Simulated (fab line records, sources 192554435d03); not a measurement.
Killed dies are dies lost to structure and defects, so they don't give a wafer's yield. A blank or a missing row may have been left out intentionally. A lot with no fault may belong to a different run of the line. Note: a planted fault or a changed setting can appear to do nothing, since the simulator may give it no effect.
Split-lot trial :: flow n5Finfet :: on a route of 1938 steps: 7 lots, 21 wafers read

THE SPLIT ITSELF
At N5_SD_EPI_N_ETCH_16 (etches SiO2 in CHF3/O2, target depth 5 nm), the setting targetDepthA was moved away from the recipe's 50 angstrom on 5 of the 21 wafers read, by -7.2% to +6.9%. For the rest of the wafers, this setting stayed at what the recipe calls for.

Reading taken at the split's own step.

THE READING
etch.depthNm (the simulator's own value, which no gauge read), in nm, at N5_SD_EPI_N_ETCH_16 (etches SiO2 in CHF3/O2, target depth 5 nm). The file does not state a usual value for it. Here, 16 wafers ran the recipe; their average is 4.939 nm with a standard deviation of 0.075 nm.

wafer: L079.2
tool, chamber at the split: rieDiel-06, 2
targetDepthA as run, angstrom: 50
against the recipe: recipe
etch.depthNm, nm: 4.935
against lot-mates on the recipe: -

wafer: L079.3
tool, chamber at the split: rieDiel-06, 1
targetDepthA as run, angstrom: 50
against the recipe: recipe
etch.depthNm, nm: 4.914
against lot-mates on the recipe: -

wafer: L079.4
tool, chamber at the split: rieDiel-06, 1
targetDepthA as run, angstrom: 50
against the recipe: recipe
etch.depthNm, nm: 4.952
against lot-mates on the recipe: -

wafer: L084.2
tool, chamber at the split: rieDiel-05, 1
targetDepthA as run, angstrom: 53.37
against the recipe: +6.7%
etch.depthNm, nm: 5.422
against lot-mates on the recipe: +0.535

wafer: L084.3
tool, chamber at the split: rieDiel-05, 0
targetDepthA as run, angstrom: 53.37
against the recipe: +6.7%
etch.depthNm, nm: 5.241
against lot-mates on the recipe: +0.354

wafer: L084.5
tool, chamber at the split: rieDiel-05, 0
targetDepthA as run, angstrom: 50
against the recipe: recipe
etch.depthNm, nm: 4.887
against lot-mates on the recipe: -

wafer: L089.3
tool, chamber at the split: rieDiel-05, 1
targetDepthA as run, angstrom: 53.47
against the recipe: +6.9%
etch.depthNm, nm: 5.403
against lot-mates on the recipe: +0.458

wafer: L089.5
tool, chamber at the split: rieDiel-05, 1
targetDepthA as run, angstrom: 50
against the recipe: recipe
etch.depthNm, nm: 5.005
against lot-mates on the recipe: -

wafer: L089.6
tool, chamber at the split: rieDiel-05, 0
targetDepthA as run, angstrom: 50
against the recipe: recipe
etch.depthNm, nm: 4.884
against lot-mates on the recipe: -

wafer: L093.1
tool, chamber at the split: rieDiel-05, 2
targetDepthA as run, angstrom: 50
against the recipe: recipe
etch.depthNm, nm: 5.027
against lot-mates on the recipe: -

wafer: L093.4
tool, chamber at the split: rieDiel-05, 3
targetDepthA as run, angstrom: 50
against the recipe: recipe
etch.depthNm, nm: 4.937
against lot-mates on the recipe: -

wafer: L093.6
tool, chamber at the split: rieDiel-05, 0
targetDepthA as run, angstrom: 50
against the recipe: recipe
etch.depthNm, nm: 4.88
against lot-mates on the recipe: -

wafer: L092.1
tool, chamber at the split: rieDiel-05, 3
targetDepthA as run, angstrom: 50
against the recipe: recipe
etch.depthNm, nm: 4.947
against lot-mates on the recipe: -

wafer: L092.2
tool, chamber at the split: rieDiel-05, 0
targetDepthA as run, angstrom: 50
against the recipe: recipe
etch.depthNm, nm: 4.877
against lot-mates on the recipe: -

wafer: L092.5
tool, chamber at the split: rieDiel-05, 0
targetDepthA as run, angstrom: 50
against the recipe: recipe
etch.depthNm, nm: 4.883
against lot-mates on the recipe: -

wafer: L096.2
tool, chamber at the split: rieDiel-06, 0
targetDepthA as run, angstrom: 46.38
against the recipe: -7.2%
etch.depthNm, nm: 4.783
against lot-mates on the recipe: -0.390

wafer: L096.3
tool, chamber at the split: rieDiel-06, 3
targetDepthA as run, angstrom: 46.38
against the recipe: -7.2%
etch.depthNm, nm: 4.697
against lot-mates on the recipe: -0.476

wafer: L096.5
tool, chamber at the split: rieDiel-06, 0
targetDepthA as run, angstrom: 50
against the recipe: recipe
etch.depthNm, nm: 5.173
against lot-mates on the recipe: -

wafer: L097.1
tool, chamber at the split: rieDiel-05, 3
targetDepthA as run, angstrom: 50
against the recipe: recipe
etch.depthNm, nm: 4.946
against lot-mates on the recipe: -

wafer: L097.4
tool, chamber at the split: rieDiel-05, 3
targetDepthA as run, angstrom: 50
against the recipe: recipe
etch.depthNm, nm: 4.892
against lot-mates on the recipe: -

wafer: L097.6
tool, chamber at the split: rieDiel-05, 0
targetDepthA as run, angstrom: 50
against the recipe: recipe
etch.depthNm, nm: 4.879
against lot-mates on the recipe: -

THE FIT
A straight line over all 21 wafers: etch.depthNm changes by +0.0461 nm for each +1% of targetDepthA; r = +0.87; the points scatter about the line by 0.093 nm.
The same after taking each lot's own level away (the mean of its wafers on the recipe; 21 wafers): +0.0632 nm for each +1%; r = +0.98; scatter 0.049 nm.
According to that fit, moving targetDepthA by its largest amount changes the reading by 0.46 nm.
The span of the lots' own levels, 4.8870 to 5.1730 nm, comes to 3.8 times the standard deviation stated above.
Thus the slope moves with the lot-to-lot level: the two fits are different.
Check: -0.477 nm against its lot-mates is what the line predicts for one of the wafers moved furthest among these (-7.2%) when that wafer is left out of the fit. Against them it came out at -0.39 nm.

FURTHER SPLITS ON THESE WAFERS
Before the reading, these wafers also passed through other splits. Each is held against what the fit with the lots' levels taken away leaves over:
other split on the same wafers: N5_WELL_APT_EXPOSE_05 doseMj
wafers away from the commonest value: 10
r with etch.depthNm (lot level and that fit taken away): -0.12

other split on the same wafers: N5_FIN_CUT_CUT_ETCH_26 sourceW
wafers away from the commonest value: 7
r with etch.depthNm (lot level and that fit taken away): -0.09

other split on the same wafers: N5_DUMMY_GATE_COAT_34 spinRpm
wafers away from the commonest value: 7
r with etch.depthNm (lot level and that fit taken away): -0.28

other split on the same wafers: N5_DUMMY_GATE_COAT_28 spinRpm
wafers away from the commonest value: 8
r with etch.depthNm (lot level and that fit taken away): -0.47

THE FILE'S OWN FIT
etch.depthNm changes by +0.0638 nm for each +1% of targetDepthA, r = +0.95.
